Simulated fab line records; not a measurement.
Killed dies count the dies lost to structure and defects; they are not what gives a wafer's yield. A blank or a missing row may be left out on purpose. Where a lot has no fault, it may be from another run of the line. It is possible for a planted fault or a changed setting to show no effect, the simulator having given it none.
fab line records + flow nand-harc
record
- lots=6
- wafers=18
- last-day=32
route steps=1302 shown A_STAIRCASE@757 END@1302
lots untouched by any fault: they come from a run of this same line in which no faults occurred
start-h: start of the lot's first displayed wafer, in hours after the record's first day + wait-h: hours since the lot's step before + " as in the row above + L1.1+2: a single row standing in for several wafers + - no value, or no start given + * or withheld: withheld + < > ~ a bound
route shown NAME@n: NAME is a module with steps in the file, n the number in the route of the first one + usual: mean/standard deviation taken from wafers without a fault + same: alike in all rows + chamber/n: place in a boat + sites: per-site readings + _std_site: the values' standard deviation + _edge_site: the outer-site mean with the inner-site mean subtracted + radius-mm: how far each site lies from the wafer's centre + mask NAME#n: copy n + behind: the last tool/chamber to shape the wafer + hold: why the lot was held/for how many hours/how that ended + device: which transistor (n, p or np) failed to switch + end of line: tests of these same wafers at the route's end + for a step that has no rows: nothing shown but its recipe + killed: count of dies lost to structure and defects at first sort (not the wafer's yield) + map: per-die view of a wafer (x killed, . not killed, _ where there is no die)
set.NAME: setting as actually run; set.NAME@STEP: the setting as run at that earlier step + model.NAME: the simulator's own value behind a step, which no gauge read
lots seen at some steps along the route; tables by step, rows by wafer
services: from which hour (start-h, from the record's first day; less than 0 if before it) a tool's chamber was out of use, for how many hours, and why
## steps
# step NHARC_A_STAIRCASE_HMDS_243
# recipe
- time-s=30
# step NHARC_A_STAIRCASE_COAT_244
# recipe
- spin-rpm=1200
# step NHARC_A_STAIRCASE_SOFTBAKE_245
# recipe
- temp-c=135
- time-s=170
# step NHARC_A_STAIRCASE_EBR_246
# step NHARC_A_STAIRCASE_EXPOSE_247
# recipe
- na=0.5
- dose-mj=25.34
- mask-id=SDS_1
# step NHARC_A_STAIRCASE_PEB_248
# recipe
- peb-temp-c=115
- peb-time-s=130
# step NHARC_A_STAIRCASE_DEVELOP_249
# recipe
- time-s=140
# step NHARC_A_STAIRCASE_HARDBAKE_251
# recipe
- temp-c=120
- time-s=140
# step NHARC_A_STAIRCASE_DESCUM_252
# recipe
- time-s=3
- o2-flow-sccm=200
- ar-flow-sccm=0
- bias-power-w=0
- chemistry=O2
# usual
- chamber-pressure-mTorr=60.00/0.057
- drypump-motor-current-A=5.6/0.56
- oes-product-au=1.000/0.0069
- rf-vpp-V=57.7/0.87
- showerhead-plenum-p-Torr=1.88/0.061
- throttle-valve-pct=11.311/0.0091
# same
- time-s=3
| lot.wafer | tool        | chamber | start-h | wait-h | chamber-pressure-mTorr | drypump-motor-current-A | oes-product-au | rf-hours-counter-h | rf-vpp-V | showerhead-plenum-p-Torr | throttle-valve-pct |
|-----------|-------------|---------|---------|--------|------------------------|-------------------------|----------------|--------------------|----------|--------------------------|--------------------|
| L214.2    | rie-diel-05 | 3       | 388.88  | -      | 59.93                  | 4.9                     | 1.009          | 45                 | 56.0     | 1.83                     | 11.296             |
| L214.3    | "           | 0       | "       | "      | 60.04                  | 6.1                     | 1.000          | 49                 | 58.3     | 1.91                     | 11.307             |
| L214.5    | "           | 3       | "       | "      | 59.98                  | 4.9                     | 1.002          | -                  | 57.3     | 1.83                     | 11.319             |
| L213.3    | rie-diel-05 | 3       | 389.70  | -      | 60.07                  | 4.9                     | 1.001          | 45                 | 57.4     | 1.83                     | 11.314             |
| L213.6    | "           | 3       | "       | "      | 60.03                  | 4.9                     | 0.987          | -                  | 57.2     | 1.83                     | 11.311             |
| L213.5    | "           | 0       | "       | "      | 60.07                  | 6.1                     | 1.009          | -                  | 56.3     | 1.91                     | 11.303             |
| L218.1    | rie-diel-04 | 3       | 448.32  | -      | 60.03                  | 6.2                     | 0.977          | 26                 | 59.2     | 1.93                     | 11.308             |
| L218.4    | "           | 1       | "       | "      | 60.07                  | 5.8                     | 1.000          | 30                 | 57.4     | 1.87                     | 11.312             |
| L218.5    | "           | 2       | "       | "      | 60.01                  | 5.1                     | 0.993          | -                  | 56.7     | 1.81                     | 11.314             |
| L220.1    | rie-diel-05 | 1       | 461.87  | -      | 60.12                  | 4.7                     | 0.999          | 15                 | 58.3     | 1.96                     | 11.302             |
| L220.4    | "           | 2       | "       | "      | 59.98                  | 6.2                     | 0.995          | 12                 | 57.5     | 1.88                     | 11.323             |
| L220.2    | "           | 3       | "       | "      | 60.01                  | 4.9                     | 0.998          | 14                 | 58.0     | 1.83                     | 11.314             |
| L229.2    | rie-diel-04 | 0       | 545.11  | -      | 59.94                  | 5.6                     | 1.005          | 2                  | 57.3     | 1.83                     | 11.311             |
| L229.4    | "           | 1       | "       | "      | 59.96                  | 5.9                     | 1.000          | 2                  | 58.6     | 1.86                     | 11.299             |
| L229.5    | "           | 0       | "       | "      | 59.97                  | 5.6                     | 1.003          | -                  | 57.8     | 1.82                     | 11.318             |
| L232.1    | rie-diel-05 | 0       | 570.55  | -      | 59.98                  | 6.1                     | 0.997          | 52                 | 55.6     | 1.89                     | 11.300             |
| L232.6    | "           | 2       | "       | "      | 60.05                  | 6.2                     | 0.993          | -                  | 56.8     | 1.86                     | 11.304             |
| L232.5    | "           | 3       | "       | "      | 59.96                  | 4.9                     | 1.009          | -                  | 59.0     | 1.82                     | 11.300             |
# step NHARC_A_STAIRCASE_ETCH_253
# recipe
- target-depth-a=500
- time-s=20.2
- ion-energy-ev=400
- c4f8-flow-sccm=20
- o2-flow-sccm=10
- ar-flow-sccm=withheld
- rf-w=600
- bias-w=1000
- chemistry=C4F8/O2
# step NHARC_A_STAIRCASE_STRIP_254
# recipe
- power-w=1500
- temp-c=250
- chemistry=O2
# step NHARC_A_STAIRCASE_STRIP_255
# recipe
- time-s=900
- temp-c=130
- chemistry=SPM
# same
- time-s=900
| lot.wafer  | tool         | chamber | start-h | wait-h |
|------------|--------------|---------|---------|--------|
| L214.2+3+5 | wet-bench-01 | 5,7,1   | 389.41  | 0.3    |
| L213.6+3+5 | wet-bench-09 | 2,3,7   | 390.23  | 0.1    |
| L218.5+4+1 | wet-bench-09 | 0,1,5   | 448.83  | 0.1    |
| L220.4+1+2 | wet-bench-04 | 2,3,4   | 462.71  | 0.2    |
| L229.4+2+5 | wet-bench-04 | 2,3,5   | 545.63  | 0.2    |
| L232.6+5+1 | wet-bench-04 | 3,5,0   | 571.06  | 0.1    |
# step NHARC_A_STAIRCASE_PRECLEAN_256
# recipe
- time-s=*
- temp-c=50
- bath-age-min=0
- chemistry=SC1
# step NHARC_A_STAIRCASE_SRD_257
# step NHARC_A_STAIRCASE_HM_DEP_456
# recipe
- target-thk-a=31000
- temp-c=400
- material=aC
# step NHARC_A_STAIRCASE_DEP_259
# recipe
- target-thk-a=300
- target-thk-nm=30
- temp-c=400
- pressure-torr=3.5
- flow-sccm=200
- rf-w=350
- material=SiON
# usual
- heater-power-w=790/95
| lot.wafer | tool     | chamber | start-h | wait-h | heater-power-w |
|-----------|----------|---------|---------|--------|----------------|
| L214.2    | pecvd-04 | 1       | 391.69  | 1.2    | 798            |
| L214.3    | "        | 0       | "       | "      | 949            |
| L214.5    | "        | 1       | "       | "      | 794            |
| L213.3    | pecvd-01 | 2       | 393.80  | 0.9    | 702            |
| L213.6    | "        | 2       | "       | "      | 695            |
| L213.5    | "        | 0       | "       | "      | 836            |
| L218.1    | pecvd-01 | 0       | 451.20  | 1.6    | 800            |
| L218.4    | "        | 2       | "       | "      | 629            |
| L218.5    | "        | 1       | "       | "      | 866            |
| L220.2    | pecvd-01 | 0       | 468.48  | 1.2    | 828            |
| L220.1    | "        | 1       | "       | "      | 847            |
| L220.4    | "        | 1       | "       | "      | 851            |
| L229.2    | pecvd-01 | 2       | 547.98  | 1.3    | 573            |
| L229.4    | "        | 1       | "       | "      | 816            |
| L229.5    | "        | 0       | "       | "      | 851            |
| L232.1    | pecvd-03 | 2       | 574.52  | 1.6    | 698            |
| L232.6    | "        | 1       | "       | "      | 766            |
| L232.5    | "        | 2       | "       | "      | 701            |
# step NHARC_A_STAIRCASE_DEHYDRATE_260
# recipe
- temp-c=150
- time-s=120
# step NHARC_A_STAIRCASE_HMDS_261
# recipe
- time-s=30
# step NHARC_A_STAIRCASE_COAT_262
# recipe
- spin-rpm=1200
# step NHARC_A_STAIRCASE_SOFTBAKE_263
# recipe
- temp-c=135
- time-s=170
# step NHARC_A_STAIRCASE_EBR_264
# step NHARC_A_STAIRCASE_EXPOSE_265
# recipe
- na=0.5
- dose-mj=25.01
- mask-id=CHOP_200
# step NHARC_A_STAIRCASE_PEB_266
# recipe
- peb-temp-c=115
- peb-time-s=130
# step NHARC_A_STAIRCASE_DEVELOP_267
# recipe
- time-s=140
# step NHARC_A_STAIRCASE_HARDBAKE_269
# recipe
- temp-c=120
- time-s=140
# step NHARC_A_STAIRCASE_DESCUM_270
# recipe
- time-s=3
- o2-flow-sccm=200
- ar-flow-sccm=0
- bias-power-w=0
- chemistry=O2
# step NHARC_A_STAIRCASE_ETCH_271
# recipe
- cf4-flow-sccm=100
- chf3-flow-sccm=30
- ar-flow-sccm=0
- rf-w=500
- bias-w=200
- chemistry=CF4/CHF3
# step NHARC_A_STAIRCASE_HM_OPEN_457
# recipe
- o2-flow-sccm=400
- cos-flow-sccm=20
- ar-flow-sccm=0
- rf-w=500
- bias-w=300
- chemistry=O2/COS
# usual
- chamber-pressure-mTorr=20.002/0.019
- drypump-motor-current-A=5.6/0.49
- oes-product-au=0.999/0.0075
- rf-vpp-V=466.3/2.7
- showerhead-plenum-p-Torr=3.08/0.12
- throttle-valve-pct=28.330/0.009
| lot.wafer | tool        | chamber | start-h | wait-h | chamber-pressure-mTorr | drypump-motor-current-A | oes-product-au | rf-hours-counter-h | rf-vpp-V | showerhead-plenum-p-Torr | throttle-valve-pct |
|-----------|-------------|---------|---------|--------|------------------------|-------------------------|----------------|--------------------|----------|--------------------------|--------------------|
| L214.2    | rie-diel-05 | 1       | -       | -      | 19.994                 | 4.8                     | 1.010          | 54                 | 470.9    | 3.20                     | 28.341             |
| L214.3    | "           | 3       | "       | "      | 20.006                 | 4.9                     | 1.000          | 46                 | 464.7    | 3.00                     | 28.333             |
| L214.5    | "           | 1       | "       | "      | 19.992                 | 4.8                     | 1.006          | -                  | 468.3    | 3.20                     | 28.324             |
| L213.3    | rie-diel-04 | 2       | 395.04  | -      | 20.008                 | 5.1                     | 0.998          | 9                  | 463.9    | 2.96                     | 28.341             |
| L213.6    | "           | 2       | "       | "      | 20.008                 | 5.1                     | 0.993          | -                  | 461.8    | 2.96                     | 28.324             |
| L213.5    | "           | 3       | "       | "      | 20.022                 | 6.1                     | 0.997          | -                  | 466.9    | 3.16                     | 28.324             |
| L218.4    | rie-diel-05 | 3       | -       | -      | 19.988                 | 4.9                     | 1.000          | 9                  | 463.6    | 2.99                     | 28.327             |
| L218.1    | "           | 0       | "       | "      | 20.011                 | 6.1                     | 1.002          | 11                 | 467.4    | 3.11                     | 28.337             |
| L218.5    | "           | 2       | "       | "      | 19.990                 | 6.2                     | 0.995          | -                  | 466.8    | 3.07                     | 28.341             |
| L220.1    | rie-diel-05 | 3       | -       | -      | 20.047                 | 4.9                     | 1.008          | 17                 | 465.5    | 2.99                     | 28.344             |
| L220.4    | "           | 0       | "       | "      | 20.007                 | 6.1                     | 1.005          | 20                 | 467.3    | 3.11                     | 28.329             |
| L220.2    | "           | 1       | "       | "      | 20.017                 | 4.8                     | 1.002          | 18                 | 467.7    | 3.19                     | 28.345             |
| L229.2    | rie-diel-04 | 2       | -       | -      | 19.996                 | 5.1                     | 1.003          | 3                  | 463.8    | 2.94                     | 28.324             |
| L229.4    | "           | 3       | "       | "      | 19.971                 | 6.1                     | 1.009          | 2                  | 468.1    | 3.14                     | 28.332             |
| L229.5    | "           | 0       | "       | "      | 19.988                 | 5.6                     | 1.014          | -                  | 464.3    | 2.98                     | 28.332             |
| L232.1    | rie-diel-04 | 0       | -       | -      | 20.012                 | 5.6                     | 0.999          | 6                  | 463.8    | 2.98                     | 28.321             |
| L232.6    | "           | 1       | "       | "      | 20.004                 | 5.9                     | 0.999          | -                  | 465.5    | 3.04                     | 28.338             |
| L232.5    | "           | 2       | "       | "      | 19.999                 | 5.1                     | 1.009          | -                  | 462.6    | 2.94                     | 28.319             |
# step NHARC_A_STAIRCASE_STRIP_458
# recipe
- o2-flow-sccm=400
- cos-flow-sccm=20
- ar-flow-sccm=0
- bias-w=0
- chemistry=O2/COS
# step NHARC_A_STAIRCASE_ETCH_451
# recipe
- target-depth-a=300
- overetch-a=30
- time-s=16.5
- ion-energy-ev=100
- cf4-flow-sccm=80
- o2-flow-sccm=20
- ar-flow-sccm=0
- rf-w=300
- bias-w=100
- chemistry=CF4/O2
# step NHARC_A_STAIRCASE_ETCH_273
# recipe
- target-depth-a=1.02e+05
- time-s=2468.6
- ion-energy-ev=800
- c4f8-flow-sccm=80
- o2-flow-sccm=60
- ar-flow-sccm=withheld
- rf-w=600
- bias-w=3000
- chemistry=C4F8/O2/Ar
# usual
- chamber-pressure-mTorr=25.000/0.023
- oes-product-au=0.939/0.015
- rf-vpp-V=1823/10
# same
- time-s=2468.6
| lot.wafer | tool        | chamber | start-h | wait-h | chamber-pressure-mTorr | oes-product-au | rf-hours-counter-h | rf-vpp-V |
|-----------|-------------|---------|---------|--------|------------------------|----------------|--------------------|----------|
| L214.3    | rie-diel-05 | 2       | -       | -      | 24.974                 | 0.938          | 50                 | 1824     |
| L214.2    | "           | 3       | "       | "      | 25.029                 | 0.946          | 47                 | 1816     |
| L214.5    | "           | 1       | "       | "      | 25.003                 | 0.946          | -                  | 1833     |
| L213.3    | rie-diel-05 | 1       | -       | -      | 25.013                 | 1.001          | 56                 | 1832     |
| L213.6    | "           | 0       | "       | "      | 25.001                 | 1.004          | -                  | 1826     |
| L213.5    | "           | 1       | "       | "      | 25.006                 | 1.002          | -                  | 1834     |
| L218.4    | rie-diel-05 | 2       | -       | -      | 25.002                 | 0.926          | 9                  | 1822     |
| L218.1    | "           | 3       | "       | "      | 24.977                 | 0.927          | 9                  | 1816     |
| L218.5    | "           | 1       | "       | "      | 25.007                 | 0.935          | -                  | 1832     |
| L220.4    | rie-diel-05 | 1       | -       | -      | 24.991                 | 0.931          | 18                 | 1834     |
| L220.1    | "           | 2       | "       | "      | 25.031                 | 0.932          | 16                 | 1823     |
| L220.2    | "           | 0       | "       | "      | 24.975                 | 0.928          | 20                 | 1827     |
| L229.2    | rie-diel-04 | 0       | -       | -      | 25.001                 | 0.950          | 3                  | 1816     |
| L229.4    | "           | 1       | "       | "      | 24.934                 | 0.930          | 4                  | 1821     |
| L229.5    | "           | 1       | "       | "      | 25.006                 | 0.930          | -                  | 1821     |
| L232.1    | rie-diel-04 | 3       | -       | -      | 24.996                 | 0.945          | 11                 | 1828     |
| L232.5    | "           | 0       | "       | "      | 24.995                 | 0.951          | -                  | 1816     |
| L232.6    | "           | 1       | "       | "      | 25.018                 | 0.930          | -                  | 1819     |
# step NHARC_A_STAIRCASE_STRIP_274
# recipe
- o2-flow-sccm=500
- ar-flow-sccm=0
- bias-w=0
- chemistry=O2
# step NHARC_A_STAIRCASE_STRIP_275
# recipe
- time-s=900
- temp-c=130
- chemistry=SPM
# step NHARC_A_STAIRCASE_PRECLEAN_276
# recipe
- time-s=*
- temp-c=50
- bath-age-min=0
- chemistry=SC1
# step NHARC_A_STAIRCASE_SRD_277
# step NHARC_A_STAIRCASE_HM_DEP_459
# recipe
- target-thk-a=15000
- temp-c=400
- material=aC
# step NHARC_A_STAIRCASE_DEP_280
# recipe
- target-thk-a=300
- target-thk-nm=30
- temp-c=400
- pressure-torr=3.5
- flow-sccm=200
- rf-w=350
- material=SiON
# usual
- heater-power-w=790/100
| lot.wafer | tool     | chamber | start-h | wait-h | heater-power-w |
|-----------|----------|---------|---------|--------|----------------|
| L214.2    | pecvd-01 | 2       | 398.68  | 1.3    | 637            |
| L214.3    | "        | 0       | "       | "      | 699            |
| L214.5    | "        | 2       | "       | "      | 627            |
| L213.3    | pecvd-03 | 1       | 402.65  | 0.9    | 841            |
| L213.6    | "        | 1       | "       | "      | 824            |
| L213.5    | "        | 0       | "       | "      | 781            |
| L218.1    | pecvd-01 | 0       | 457.10  | 1.5    | 723            |
| L218.4    | "        | 0       | "       | "      | 728            |
| L218.5    | "        | 2       | "       | "      | 723            |
| L220.2    | pecvd-04 | 0       | 474.56  | 1.2    | 991            |
| L220.1    | "        | 2       | "       | "      | 752            |
| L220.4    | "        | 2       | "       | "      | 743            |
| L229.2    | pecvd-04 | 1       | 554.81  | 1.2    | 732            |
| L229.5    | "        | 1       | "       | "      | 731            |
| L229.4    | "        | 0       | "       | "      | 958            |
| L232.1    | pecvd-01 | 2       | 581.67  | 1.6    | 577            |
| L232.5    | "        | 0       | "       | "      | 830            |
| L232.6    | "        | 1       | "       | "      | 805            |
# step NHARC_A_STAIRCASE_DEHYDRATE_281
# recipe
- temp-c=150
- time-s=120
# step NHARC_A_STAIRCASE_HMDS_282
# recipe
- time-s=30
# step NHARC_END_SORT_01
# recipe
- temp-c=25
# usual
- killed-at-array=53/18
- killed-at-other=0.9/1.3
- killed-at-periphery=4/3.1
- killed-dies=58/18
- killed-open=3.4/2
- killed-short=2.5/1.8
# same
- gross-dies=677
| lot.wafer | tool      | chamber | start-h | wait-h | killed-at-array | killed-at-other | killed-at-periphery | killed-dies | killed-open | killed-short |
|-----------|-----------|---------|---------|--------|-----------------|-----------------|---------------------|-------------|-------------|--------------|
| L220.1    | prober-01 | 0       | 656.13  | 2.6    | 56              | 1               | 8                   | 65          | 6           | 6            |
| L220.2    | prober-01 | 0       | 656.93  | 2.9    | 60              | 1               | 9                   | 70          | 5           | 4            |
| L220.4    | prober-01 | 0       | 658.54  | 3.4    | 70              | 1               | 6                   | 77          | 2           | 1            |
| L229.2    | prober-01 | 0       | 746.03  | 2.8    | 57              | 1               | 6                   | 64          | 2           | 1            |
| L229.4    | prober-01 | 0       | 747.62  | 3.4    | 135             | 1               | 8                   | 144         | 3           | 2            |
| L229.5    | prober-01 | 0       | 748.42  | 3.7    | 118             | 1               | 11                  | 130         | 6           | 0            |
| L232.1    | prober-02 | 0       | 771.49  | 2.5    | 137             | 1               | 1                   | 139         | 3           | 2            |
| L232.5    | prober-02 | 0       | 774.64  | 3.7    | 151             | 0               | 6                   | 157         | 5           | 2            |
| L232.6    | prober-02 | 0       | 775.43  | 3.9    | 75              | 1               | 0                   | 76          | 2           | 1            |
# killed by level:class
L220.1 A_CHANNEL_HOLE_D1:chamber-film-flake=19 A_CHANNEL_HOLE_D2:chamber-film-flake=14 A_CONTACT:chamber-film-flake=7 A_ONON_D2:geometric-particle:short=3 P_BONDPAD:chamber-film-flake=3 A_ONON_D1:geometric-particle:short=2 A_CHANNEL_FILL_D2:geometric-particle:open=2 A_STAIRCASE:chamber-film-flake=2
L220.2 A_CHANNEL_HOLE_D1:chamber-film-flake=29 A_CHANNEL_HOLE_D2:chamber-film-flake=14 P_BONDPAD:chamber-film-flake=4 A_CONTACT:chamber-film-flake=4 A_CHANNEL_FILL_D2:geometric-particle:short=2 A_SLIT:chamber-film-flake=2 P_CONTACT:geometric-particle:open=1 P_M0:geometric-particle:open=1
L220.4 A_CHANNEL_HOLE_D1:chamber-film-flake=41 A_CHANNEL_HOLE_D2:chamber-film-flake=15 A_CONTACT:chamber-film-flake=6 P_CONTACT:chamber-film-flake=3 A_STAIRCASE:chamber-film-flake=3 P_CONTACT:geometric-particle:open=1 P_M0:geometric-particle:open=1 A_DECK1_JOINT:geometric-particle:short=1
L229.2 A_STAIRCASE:unspecified=25 A_CHANNEL_HOLE_D1:chamber-film-flake=11 A_CONTACT:chamber-film-flake=8 A_SLIT:chamber-film-flake=6 P_GATE:chamber-film-flake=4 A_CHANNEL_HOLE_D2:chamber-film-flake=4 P_CONTACT:geometric-particle:open=1 A_SGD_CUT:geometric-particle:open=1
L229.4 A_STAIRCASE:unspecified=107 A_CHANNEL_HOLE_D1:chamber-film-flake=10 A_CONTACT:chamber-film-flake=7 P_GATE:chamber-film-flake=3 P_M2:chamber-film-flake=3 A_CHANNEL_HOLE_D2:chamber-film-flake=2 A_STAIRCASE:chamber-film-flake=2 A_SLIT:chamber-film-flake=2
L229.5 A_STAIRCASE:unspecified=96 A_CHANNEL_HOLE_D1:chamber-film-flake=8 P_GATE:chamber-film-flake=6 A_CONTACT:chamber-film-flake=5 A_SLIT:chamber-film-flake=4 P_GATE:geometric-particle:open=2 P_M0:geometric-particle:open=2 A_STAIRCASE:chamber-film-flake=2
L232.1 A_STAIRCASE:unspecified=88 A_CHANNEL_HOLE_D1:chamber-film-flake=14 A_SLIT:chamber-film-flake=13 A_CHANNEL_HOLE_D2:chamber-film-flake=12 A_STAIRCASE:chamber-film-flake=5 A_CHANNEL_HOLE_D2:geometric-particle:open=1 A_CHANNEL_FILL_D2:geometric-particle:short=1 A_SGD_CUT:geometric-particle:open=1
L232.5 A_STAIRCASE:unspecified=99 A_CHANNEL_HOLE_D2:chamber-film-flake=17 A_SLIT:chamber-film-flake=16 A_CHANNEL_HOLE_D1:chamber-film-flake=6 A_STAIRCASE:chamber-film-flake=4 P_CONTACT:geometric-particle:open=3 A_CHANNEL_FILL_D1:chamber-film-flake=3 A_CONTACT:chamber-film-flake=3
L232.6 A_STAIRCASE:unspecified=26 A_SLIT:chamber-film-flake=18 A_CHANNEL_HOLE_D2:chamber-film-flake=9 A_CHANNEL_HOLE_D1:chamber-film-flake=8 A_CONTACT:chamber-film-flake=6 A_CHANNEL_FILL_D2:chamber-film-flake=3 A_STAIRCASE:chamber-film-flake=2 A_DECK1_JOINT:geometric-particle:short=1
# map L229.4 (x killed, . not)
____________.____________
_________....x.x_________
_______.....x.x..x_______
______.....xxx.....______
_____....x..x..x...._____
____..x....x.........____
____.......x.xx.x....____
___........xxxxxxxx...___
___.......xxxxxxxxx...___
__.......x..xxxxxx.....__
__........xxxxxxxx.x...__
_.........xxxxxxxxx...x._
_.........xxxxxxxxxx...._
_xx.......xxxxxxxxxx...._
_.........xxxxxxxxxx...._
_..x.....xxxxxxxxx......_
..........xxxxxxx.xx.....
.......x...xxxxxx.....x..
.............xx.x........
.............x.xx..x...xx
........x..x.............
_...........xx.........._
_.........x...x......x.._
_......................._
_..........x............_
_............x.........._
__..............x......__
__.............x.......__
___.......x...........___
___...................___
____.....x..x........____
____.................____
_____x.............._____
______........x....______
_______..........._______
_________......._________
____________.____________
# map L232.5 (x killed, . not)
____________.____________
_________.....xx_________
_______.......xxxx_______
______........xxxxx______
_____..x......xxxxxx_____
____......x...xxxxxx.____
____...x......xxxxxx.____
___.xxx.......xxxxxx..___
___.x..x......xxx.xx..___
__xxxxxxx........x.x...__
__.xxxxxx........x.....__
_xxxxxxxx..............._
_.xxxxxxxx.............._
_xxxxxxxxx......x......._
_xxxxxxxx..............._
_xxxxxxxxx.............._
xxxxxxxxxxx.............x
.xxxxxxxx................
..xxxxxxxx..........x....
..xxxxxxx................
.x..xx.x..............x..
_...x........x.....x...._
_...x..................._
_.............x........._
_.............x........._
_......................._
__.....................__
__.....................__
___....x..............___
___...................___
____..x....x.........____
____.................____
_____..............._____
______.............______
_______..........._______
_________......._________
____________.____________
## services
| tool         | chamber | start-h | hours | kind   |
|--------------|---------|---------|-------|--------|
| pecvd-03     | -       | 366.40  | 13.0  | pm     |
| pecvd-01     | 0       | 379.19  | 1.7   | repair |
| rie-diel-05  | 0       | 386.26  | -     | clean  |
| rie-diel-05  | 1       | 386.26  | -     | clean  |
| rie-diel-05  | 2       | 386.26  | -     | clean  |
| rie-diel-05  | 3       | 386.26  | -     | clean  |
| pecvd-03     | -       | 386.68  | 2.7   | repair |
| wet-bench-04 | -       | 403.20  | 8.0   | pm     |
| rie-diel-05  | -       | 406.75  | 9.0   | pm     |
| pecvd-03     | 2       | 412.67  | 6.5   | repair |
| pecvd-04     | 1       | 413.22  | 5.2   | repair |
| pecvd-03     | -       | 431.22  | 1.8   | repair |
| pecvd-04     | -       | 450.40  | 13.0  | pm     |
| wet-bench-01 | -       | 453.60  | 8.0   | pm     |
| wet-bench-09 | -       | 485.29  | 0.8   | repair |
| pecvd-01     | -       | 492.15  | 13.0  | pm     |
| rie-diel-04  | -       | 518.10  | 0.4   | repair |
| wet-bench-01 | -       | 519.46  | 8.0   | repair |
| wet-bench-09 | -       | 528.80  | 8.0   | pm     |
| rie-diel-04  | -       | 532.73  | 9.0   | pm     |
| pecvd-03     | -       | 547.40  | 13.0  | pm     |
| rie-diel-04  | 0       | 556.36  | 9.9   | repair |
| rie-diel-04  | 2       | 578.68  | 6.6   | repair |
| wet-bench-04 | -       | 579.27  | 8.0   | pm     |
## key
first-sign
- step=NHARC_END_SORT_01
- reading=killed-dies
- direction=up
- sigmas=3.4
- usual=58
- struck=118
- wafers-moved=4
effect
- step=NHARC_END_SORT_01
- reading=killed-at-array
- direction=up
- sigmas=3.3
- usual=53
- struck=112
- wafers-moved=4
more-kills-born-at
- NHARC_A_STAIRCASE_STRIP_255@wet-bench-04=441
met-at NHARC_A_STAIRCASE_STRIP_255
struck-wafers L229.2,L229.4,L229.5,L232.1,L232.5,L232.6
tester-left-out L229,L232
onset-between 462.71 545.63
also-fits time
fault
- kind=chamber-particle-source
- tool=wet-bench-04
- chamber=-
- onset-h=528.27
- steps=NHARC_A_STAIRCASE_STRIP_255
- rate-per-visit-cm2=1.7558
- end-h=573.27
# tester-left-out: of these lots the tester's yield and bins aren't shown, on N5 and GAA mostly nor the transistor test; their killed dies are dies lost to structure and defects alone, not to doping, threshold or leakage, so they don't give the yield
